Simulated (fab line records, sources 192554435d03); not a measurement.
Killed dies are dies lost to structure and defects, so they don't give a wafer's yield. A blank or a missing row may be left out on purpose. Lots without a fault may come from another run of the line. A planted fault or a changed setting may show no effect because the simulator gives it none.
fab line records | flow n5_finfet
record lots=5 wafers=15 last_day=20
route steps=1938 shown HKMG_FIN@436 PASSIVATION@1936
lots that met no fault: from a run of the same line without faults
start_h: hours from the record's first day to the start of the lot's first wafer shown | wait_h: hours since the lot's step before | " the same as in the row above | L1.1+2: a row that stands for several wafers | - no value, or no start given | * or withheld: withheld | < > ~ a bound
route shown NAME@n: a module of which the file shows steps, and the number in the route of the first | usual: mean/standard deviation of fault-free wafers | same: alike in all rows | chamber/n: place in a boat | sites: the reading at each site | _std_site: their standard deviation | _edge_site: outer sites' mean less inner sites' | radius_mm: how far each site lies from the wafer's centre | mask NAME#n: copy n | behind: the tool/chamber that last shaped the wafer | hold: why the lot was held/for how many hours/how that ended | device: the transistor (n, p or np) that didn't switch | end of line: the same wafers' tests at the end of the route | a step without rows: its recipe alone | killed: dies lost to structure and defects at the first sort, not the wafer's yield | map: a wafer's dies, x killed, . not, _ none there
set.NAME: the setting as run; set.NAME@STEP: as run at that earlier step | model.NAME: the simulator's own value behind a step, which no gauge read
lots at some steps of the route; a table a step, a row a wafer
services: from which hour (start_h, from the record's first day; less than 0 if before it) a tool's chamber was out of use, for how many hours, and why
## steps
# step N5_HKMG_FIN_STRIP_33
# recipe chemistry=N2/H2 temp_c=40 n2_flow_sccm=200 h2_flow_sccm=200 rf_frequency_hz=6e+07
# step N5_HKMG_FIN_STRIP_34
# recipe chemistry=CF4 resist=SiARC power_w=300 bias_power_w=75 pressure_mtorr=50 cf4_flow_sccm=150 rf_frequency_hz=6e+07
# usual drypump_motor_current_A=5.8/0.41 oes_product_au=0.74/0.058 rf_vpp_V=271.4/1.1 showerhead_plenum_p_Torr=1.81/0.034 throttle_valve_pct=13.58/0.16
# columns lot.wafer tool chamber start_h wait_h drypump_motor_current_A oes_product_au rf_hours_counter_h rf_vpp_V showerhead_plenum_p_Torr throttle_valve_pct
L443.2 rie_diel-05 0 99.82 0.0 6.1 0.76 105 270.8 1.81 13.52
L443.5 " 1 " " 6.3 0.89 - 269.7 1.77 13.24
L443.6 " 0 " " 6.1 0.76 - 272.5 1.81 13.54
L444.3 rie_diel-05 1 105.76 0.0 6.3 0.89 18 270.9 1.77 13.23
L444.4 " 3 " " 5.5 0.75 146 273.3 1.87 13.53
L444.5 " 2 " " 5.7 0.73 - 271.2 1.78 13.43
L446.2 rie_diel-04 2 116.59 0.0 6.2 0.74 167 271.2 1.79 13.58
L446.5 " 2 " " 6.2 0.74 - 271.7 1.79 13.59
L446.6 " 3 " " 5.3 0.69 - 270.2 1.86 13.78
L450.1 rie_diel-04 3 157.90 0.0 5.4 0.69 205 273.2 1.86 13.80
L450.2 " 2 " " 6.3 0.74 174 271.3 1.79 13.62
L450.5 " 2 " " 6.3 0.73 - 272.5 1.79 13.60
L460.2 rie_diel-05 0 212.84 0.0 6.1 0.73 142 271.2 1.80 13.62
L460.3 " 3 " " 5.5 0.73 179 271.1 1.86 13.60
L460.5 " 3 " " 5.5 0.72 - 270.8 1.86 13.61
# step N5_HKMG_FIN_ETCH_35
# recipe chemistry=N2/H2 target=SOC target_depth_a=2158 ion_energy_ev=65 bias_w=5 source_w=3000 time_s=243.4 pressure_mtorr=30 n2_flow_sccm=200 h2_flow_sccm=200
# usual bias_w=5.001/0.013 drypump_motor_current_A=5.8/0.41 n2_flow_sccm=200.1/0.63 oes_product_au=0.75/0.062 rf_vpp_V=141.7/0.98 showerhead_plenum_p_Torr=2.57/0.053 throttle_valve_pct=17.81/0.18
# columns lot.wafer tool chamber start_h wait_h bias_w drypump_motor_current_A n2_flow_sccm oes_product_au rf_hours_counter_h rf_vpp_V showerhead_plenum_p_Torr throttle_valve_pct
L443.2 rie_diel-05 0 99.84 0.0 5.027 6.1 200.2 0.77 105 140.9 2.56 17.81
L443.5 " 1 " " 4.999 6.3 200.6 0.92 - 139.7 2.49 17.38
L443.6 " 0 " " 5.015 6.1 200.0 0.78 - 140.9 2.56 17.81
L444.3 rie_diel-05 1 105.78 0.0 4.987 6.3 199.6 0.90 18 140.0 2.49 17.39
L444.4 " 3 " " 5.011 5.5 199.6 0.76 146 143.5 2.66 17.76
L444.5 " 2 " " 4.994 5.7 201.0 0.74 - 140.2 2.53 17.64
L446.2 rie_diel-04 2 116.61 0.0 5.013 6.2 199.9 0.76 167 141.5 2.53 17.77
L446.5 " 2 " " 5.011 6.2 199.6 0.76 - 141.8 2.53 17.77
L446.6 " 3 " " 5.022 5.4 201.7 0.69 - 141.9 2.63 18.02
L450.1 rie_diel-04 3 157.92 0.0 5.000 5.3 199.7 0.69 206 142.2 2.62 18.03
L450.2 " 2 " " 5.013 6.2 200.2 0.75 174 140.7 2.53 17.80
L450.5 " 2 " " 5.019 6.3 200.3 0.76 - 143.0 2.53 17.79
L460.2 rie_diel-05 0 212.86 0.0 5.000 6.1 201.0 0.74 142 141.2 2.54 17.88
L460.3 " 3 " " 5.011 5.5 199.3 0.74 179 142.1 2.64 17.80
L460.5 " 3 " " 5.008 5.5 199.7 0.73 - 142.5 2.64 17.83
# step N5_HKMG_FIN_STRIP_92
# recipe chemistry=N2/H2 material=SOC time_s=20 power_w=500 temp_c=40 pressure_mtorr=50 rf_frequency_hz=6e+07 bias_power_w=8 h2_frac=0.5 n2_flow_sccm=300 h2_flow_sccm=300
# step N5_HKMG_FIN_WET_ETCH_18
# recipe chemistry=SC1 target=TiN mix=1:1:5 temp_c=* time_s=55 target_depth_nm=5.2 dry=ipa_marangoni rinse_time_s=30 rinse_temp_c=23
# step N5_HKMG_FIN_STRIP_19
# recipe chemistry=N2/H2 power_w=2500 temp_c=300 h2_frac=0.65 time_s=360 pressure_mtorr=withheld n2_flow_sccm=1750 h2_flow_sccm=3250
# step N5_HKMG_FIN_ALD_91
# recipe material=TiN target_thk_a=10 temp_c=400 ald_precursor_family=TiCl4 ald_co_reactant=NH3 pulse_time_s=1 purge_time_s=3 co_reactant_purge_time_s=2 co_reactant_pulse_time_s=2 ald_cycles=47 pressure_torr=3
# usual chamber_pressure_Torr=2.999/0.0062 heater_power_outer_w=542/33 heater_power_w=895/57 precursor_pulse_height_rel=0.998/0.022
# same co_reactant_pulse_time_s=2
# columns lot.wafer tool chamber start_h wait_h chamber_pressure_Torr heater_power_outer_w heater_power_w precursor_pulse_height_rel
L443.2 ald_metal-02 2 100.52 0.3 3.004 536 869 0.980
L443.5 " 3 " " 3.004 549 965 0.980
L443.6 " 0 " " 3.005 545 898 1.001
L444.3 ald_metal-02 0 106.46 0.1 2.999 538 908 0.977
L444.4 " 1 " " 2.989 542 896 0.955
L444.5 " 0 " " 2.999 528 914 1.006
L446.2 ald_metal-01 2 117.28 0.3 3.014 484 826 1.003
L446.5 " 3 " " 2.998 603 937 0.999
L446.6 " 2 " " 3.003 491 814 0.999
L450.1 ald_metal-02 1 158.60 0.3 2.997 552 901 1.015
L450.2 " 2 " " 2.994 553 886 0.996
L450.5 " 2 " " 3.003 545 865 0.963
L460.2 ald_metal-03 0 213.54 0.3 2.982 572 884 0.982
L460.3 " 3 " " 2.997 563 948 0.980
L460.5 " 3 " " 3.006 576 940 1.016
# step N5_HKMG_FIN_COAT_85
# recipe resist=SOC temp_c=250 time_s=60 spin_rpm=1500 resist_thk_nm=300
# step N5_HKMG_FIN_ETCH_86
# recipe chemistry=N2/H2 target=SOC target_depth_a=3932 stop_on=TiN ion_energy_ev=100 bias_w=61 pressure_mtorr=30 source_w=850 n2_flow_sccm=200 h2_flow_sccm=200
# step N5_HKMG_FIN_STRIP_89
# recipe chemistry=N2/H2 material=SOC time_s=20 power_w=500 temp_c=40 pressure_mtorr=50 rf_frequency_hz=6e+07 bias_power_w=8 h2_frac=0.5 n2_flow_sccm=300 h2_flow_sccm=300
# step N5_HKMG_FIN_WET_ETCH_87
# recipe chemistry=SC1 target=TiN mix=1:2:40 temp_c=50 time_s=154.2 target_depth_nm=4.7 dry=ipa_marangoni rinse_time_s=30 rinse_temp_c=23
# step N5_HKMG_FIN_STRIP_88
# recipe chemistry=N2/H2 power_w=2500 temp_c=300 h2_frac=0.65 time_s=360 pressure_mtorr=withheld n2_flow_sccm=1750 h2_flow_sccm=3250
# usual drypump_motor_current_A=5.24/0.2 heater_power_w=480/28 n2_flow_sccm=1750/5.4
# columns lot.wafer tool chamber start_h wait_h drypump_motor_current_A heater_power_w n2_flow_sccm rf_hours_counter_h
L443.2 plasma_asher-02 0 101.20 0.0 5.39 493 1753 41
L443.5 " 0 " " 5.38 504 1755 -
L443.6 " 1 " " 5.31 516 1757 -
L444.3 plasma_asher-01 1 107.43 0.1 4.87 426 1756 -
L444.4 " 0 " " 5.39 483 1753 -
L444.5 " 0 " " 5.37 483 1759 -
L446.2 plasma_asher-02 1 117.94 0.0 5.32 511 1747 45
L446.5 " 0 " " 5.40 487 1752 -
L446.6 " 1 " " 5.34 512 1748 -
L450.1 plasma_asher-01 0 159.18 0.0 5.39 474 1749 100
L450.2 " 1 " " 4.91 443 1753 100
L450.5 " 1 " " 4.89 435 1757 -
L460.2 plasma_asher-02 1 214.13 0.0 5.32 516 1747 61
L460.3 " 1 " " 5.31 517 1762 -
L460.5 " 1 " " 5.31 503 1746 -
# step N5_HKMG_FIN_NWFM_ALD_20
# recipe material=TiAlC target_thk_a=20 temp_c=300 ald_precursor_family=TiCl4 ald_co_reactant=TEA pulse_time_s=3 purge_time_s=2 co_reactant_purge_time_s=2 co_reactant_pulse_time_s=10 ald_cycles=7 pressure_torr=3
# usual ald_cycles=7/0 chamber_pressure_Torr=2.999/0.0061 heater_power_outer_w=278/18 heater_power_w=504/34 precursor_pulse_height_rel=0.999/0.021
# same co_reactant_pulse_time_s=10
# columns lot.wafer tool chamber start_h wait_h ald_cycles chamber_pressure_Torr heater_power_outer_w heater_power_w precursor_pulse_height_rel
L443.2 ald_metal-02 1 101.58 0.3 7 2.992 276 508 1.020
L443.5 " 2 " " 7 3.002 285 484 1.012
L443.6 " 3 " " 7 2.999 284 542 1.013
L444.3 ald_metal-01 0 107.69 0.1 7 2.980 296 544 1.008
L444.4 " 2 " " 7 3.012 247 442 1.038
L444.5 " 0 " " 7 2.992 296 541 1.026
L446.2 ald_metal-03 2 118.32 0.3 6 3.000 272 515 1.042
L446.5 " 1 " " 6 3.000 237 438 0.999
L446.6 " 0 " " 6 2.999 291 490 0.992
L450.1 ald_metal-01 0 159.57 0.3 7 2.998 296 529 0.981
L450.2 " 2 " " 7 2.997 246 451 1.028
L450.5 " 1 " " 7 2.999 254 467 0.958
L460.2 ald_metal-01 3 214.51 0.3 7 3.005 299 535 0.994
L460.3 " 2 " " 7 3.005 243 456 1.004
L460.5 " 0 " " 7 2.991 290 527 0.970
# step N5_HKMG_FIN_ALD_71
# recipe material=TiN target_thk_a=10 temp_c=400 ald_precursor_family=TiCl4 ald_co_reactant=NH3 pulse_time_s=1 purge_time_s=3 co_reactant_purge_time_s=2 co_reactant_pulse_time_s=2 ald_cycles=47 pressure_torr=3
# usual ald_cycles=47/0 chamber_pressure_Torr=3.000/0.0064 heater_power_outer_w=543/34 heater_power_w=899/61 precursor_pulse_height_rel=0.999/0.021
# same co_reactant_pulse_time_s=2
# columns lot.wafer tool chamber start_h wait_h ald_cycles chamber_pressure_Torr heater_power_outer_w heater_power_w precursor_pulse_height_rel
L443.2 ald_metal-02 1 101.68 0.0 47 3.007 538 906 0.954
L443.5 " 2 " " 47 2.996 537 843 1.016
L443.6 " 3 " " 47 3.008 558 965 0.973
L444.3 ald_metal-01 0 107.79 0.0 47 3.009 579 976 0.979
L444.4 " 2 " " 47 3.004 489 804 0.980
L444.5 " 0 " " 47 2.989 572 951 0.977
L446.2 ald_metal-03 2 118.42 0.1 47 2.999 530 896 0.997
L446.5 " 1 " " 47 3.003 467 799 1.003
L446.6 " 0 " " 47 3.003 566 889 0.974
L450.1 ald_metal-01 0 159.67 0.0 47 2.986 593 953 0.978
L450.2 " 2 " " 47 3.000 475 797 1.002
L450.5 " 1 " " 47 2.994 525 805 1.024
L460.2 ald_metal-01 3 214.61 0.0 47 2.999 597 950 1.038
L460.3 " 2 " " 47 2.995 488 807 1.019
L460.5 " 0 " " 47 2.995 568 958 1.032
# step N5_PASSIVATION_PROBE_49
# usual killed_at_M0_to_M3=37/12 killed_at_M4_up=15/5.6 killed_at_contacts=13/6.9 killed_at_front_end=40/11 killed_at_other=4/3.2 killed_dies=109/20 killed_open=73/15 killed_short=35/8.3
# same gross_dies=1180 killed_at_back_side=0
# columns lot.wafer tool chamber start_h wait_h killed_at_M0_to_M3 killed_at_M4_up killed_at_contacts killed_at_front_end killed_at_other killed_dies killed_open killed_short
L444.3 prober-01 - 467.07 0.1 38 26 6 25 1 96 62 31
L444.4 prober-01 - 467.12 0.2 46 17 9 24 5 101 73 27
L444.5 prober-01 - 467.17 0.2 35 19 10 29 1 94 64 25
# killed by level:class
L444.3 BEOL_M0_SAQP:geometric_particle:open=14 BEOL_M0_SAQP:geometric_particle:short=10 BEOL_M4:geometric_particle:open=8 GATE_CUT:geometric_particle:short=7 BEOL_M5:geometric_particle:open=7 DUMMY_GATE:geometric_particle:open=6 MOL_CONTACT_COAG:geometric_particle:open=5 BEOL_M2:geometric_particle:open=5
L444.4 BEOL_M1:geometric_particle:open=14 BEOL_M0_SAQP:geometric_particle:open=9 BEOL_M2:geometric_particle:open=9 MOL_CONTACT_COAG:geometric_particle:open=7 STI_FIN_REVEAL:geometric_particle:open=6 BEOL_M4:geometric_particle:open=6 DUMMY_GATE:geometric_particle:open=5 BEOL_M0_SAQP:geometric_particle:short=5
L444.5 BEOL_M1:geometric_particle:open=11 MOL_CONTACT_COAG:geometric_particle:open=8 STI_FIN_REVEAL:geometric_particle:open=7 BEOL_M4:geometric_particle:short=6 BEOL_M3:geometric_particle:open=5 GATE_CUT:geometric_particle:open=5 BEOL_M2:geometric_particle:open=5 BEOL_M5:geometric_particle:open=5
## services
# columns tool chamber start_h hours kind
ald_metal-01 - 80.07 8.7 pm
plasma_asher-01 - 117.74 3.1 repair
ald_metal-03 - 134.16 8.7 pm
rie_diel-04 1 137.43 26.9 repair
rie_diel-04 - 140.31 15.6 pm
plasma_asher-02 - 150.58 0.7 repair
ald_metal-02 - 198.58 0.5 repair
ald_metal-02 2 200.19 24.2 repair
## key
first_sign step=N5_HKMG_FIN_NWFM_ALD_20 reading=ald_cycles direction=down sigmas=99+ usual=* struck=*
effect none on later readings
met_at N5_HKMG_FIN_NWFM_ALD_20
struck_wafers L446.2,L446.5,L446.6
tester_left_out L446
fault kind=process_parameter_drift tool=ald_metal-03 chamber=- onset_h=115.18 steps=N5_HKMG_FIN_NWFM_ALD_20 channel=ald_cycles offset=* shape=step end_h=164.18 acts_in=* stated=*
# tester_left_out: of these lots the tester's yield and bins aren't shown, on N5 and GAA mostly nor the transistor test; their killed dies are dies lost to structure and defects alone, not to doping, threshold or leakage, so they don't give the yield
